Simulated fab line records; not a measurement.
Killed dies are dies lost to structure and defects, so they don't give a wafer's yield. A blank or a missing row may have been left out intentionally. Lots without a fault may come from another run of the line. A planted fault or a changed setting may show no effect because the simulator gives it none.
A lot that was struck, set against a sound lot -- flow n5Finfet -- 15 out of 1938 route steps
Sound: wafers L698.2, L698.4, L698.5. The struck wafers were L713.2, L713.3, L713.5. The cause is named last.
Per side, at each step with rows, come the tool, then ch with its chambers, and then its first start. Under that, the readings that differ: sound wafers -- struck wafers -- difference of the means -- sigmas: that difference in standard deviations of wafers without a fault.
alike: readings with means less than 2 such deviations apart, plus words and numbers identical on both sides. not compared: withheld readings, readings lacking a value on some wafer, bounds such as >300 that could conceal the same value, and numbers that have no deviation in the record and whose values overlap.
The two part at a step that has a row with sigmas, a row that says differs or no value, or rows on one side only. Numbers that have no deviation but don't overlap get no sigmas and don't part them. Lack of a reading on every wafer of one side parts them only where that side has two or more wafers.

first, 7 steps without rows for these wafers: N5_ZERO_LAYER_COAT_05 (resist thk 1000 nm); N5_ZERO_LAYER_EBR_07; N5_ZERO_LAYER_SOFTBAKE_06 (time 90 s); N5_ZERO_LAYER_EXPOSE_08 (exposes mask ZERO, defocus 0 nm, target cd 2000 nm); N5_ZERO_LAYER_PEB_09; N5_ZERO_LAYER_DEVELOP_10 (develop time 60 s); N5_ZERO_LAYER_HARDBAKE_23 (time 120 s).
N5_ZERO_LAYER_CD_MEAS_11 targets a cd of 2000 nm.
  sound on cdSem-01 ch 0, day 1 18:40; struck on cdSem-03 ch 0, day 5 12:46
  alike: cdNm
N5_ZERO_LAYER_DESCUM_16: chemistry O2, time 7.9 s.
  sound on rieDiel-04 ch 1,2, day 1 18:42; struck on rieDiel-04 ch 0,1,2, day 5 12:50
  alike: chamberPressureMTorr, drypumpMotorCurrentA, oesProductAu, rfVppV, showerheadPlenumPTorr, tempC, throttleValvePct
  not compared: rfHoursCounterH
N5_ZERO_LAYER_ETCH_17: etches SiO2 in CF4, target depth 12 nm, time 13.3 s.
  sound on rieDiel-04 ch 1,2, day 1 18:44; struck on rieDiel-04 ch 0,1,2, day 5 12:52
  alike: chamberPressureMTorr, drypumpMotorCurrentA, oesProductAu, rfVppV, showerheadPlenumPTorr, throttleValvePct
  not compared: rfHoursCounterH
N5_ZERO_LAYER_ETCH_18: etches Si in HBr/Cl2, target depth 120 nm, time 40 s.
  sound on rieSi-04 ch 1,2,3, day 1 18:49; struck on rieSi-04 ch 0,2,3, day 5 12:56
  alike: chamberPressureMTorr, drypumpMotorCurrentA, oesProductAu, throttleValvePct
  not compared: rfHoursCounterH
N5_ZERO_LAYER_STRIP_24: strips in O2.
  sound on plasmaAsher-02 ch 0,1, day 1 18:55; struck on plasmaAsher-02 ch 0, day 5 13:03
  alike: chamberPressureMTorr, drypumpMotorCurrentA, heaterPowerW, oesProductAu, stripTimeToEndpointS, tempC
  not compared: rfHoursCounterH
N5_ZERO_LAYER_STRIP_19: strips in SPM, time 900 s.
  sound on wetBench-06 ch 4,5,6, day 1 19:00; struck on wetBench-06 ch 0,1,6, day 5 13:08
  no value came back on the struck wafers for bathGuardTempC (C), bathHeatDutyPct (%), tempC (C); on the sound wafers bathGuardTempC (C) reads 130.0 130.8 130.1
N5_ZERO_LAYER_INSPECT_20: inspects for defects (darkfield).
  struck on defectInspect-01, day 5 13:40; sound on defectInspect-01, day 1 19:18
  alike: rawDefectCount
-- a jump in the record: the struck wafers' starts before and after are 12 days apart (it breaks off in module ZERO_LAYER and resumes in module PASSIVATION, where the first step shown is number 1936 of the route) --
N5_PASSIVATION_PROBE_49:
  struck on prober-01, day 17 19:56; sound on prober-02, day 14 06:16
  alike: killed_at_M0_to_M3, killed_at_M4_up, killedAtContacts, killedAtFrontEnd, killedAtOther, killedDies, killedOnRim, killedOpen, killedShort

== WHERE THEY PART ==
At N5_ZERO_LAYER_STRIP_19 and nowhere else, as far as this record goes. Later steps at which nothing parts them and some readings are alike: N5_ZERO_LAYER_INSPECT_20, N5_PASSIVATION_PROBE_49.

WHY: the cause the simulator had injected
At N5_ZERO_LAYER_STRIP_19, the step was skipped entirely on wetBench-06 from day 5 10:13 on. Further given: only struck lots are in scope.
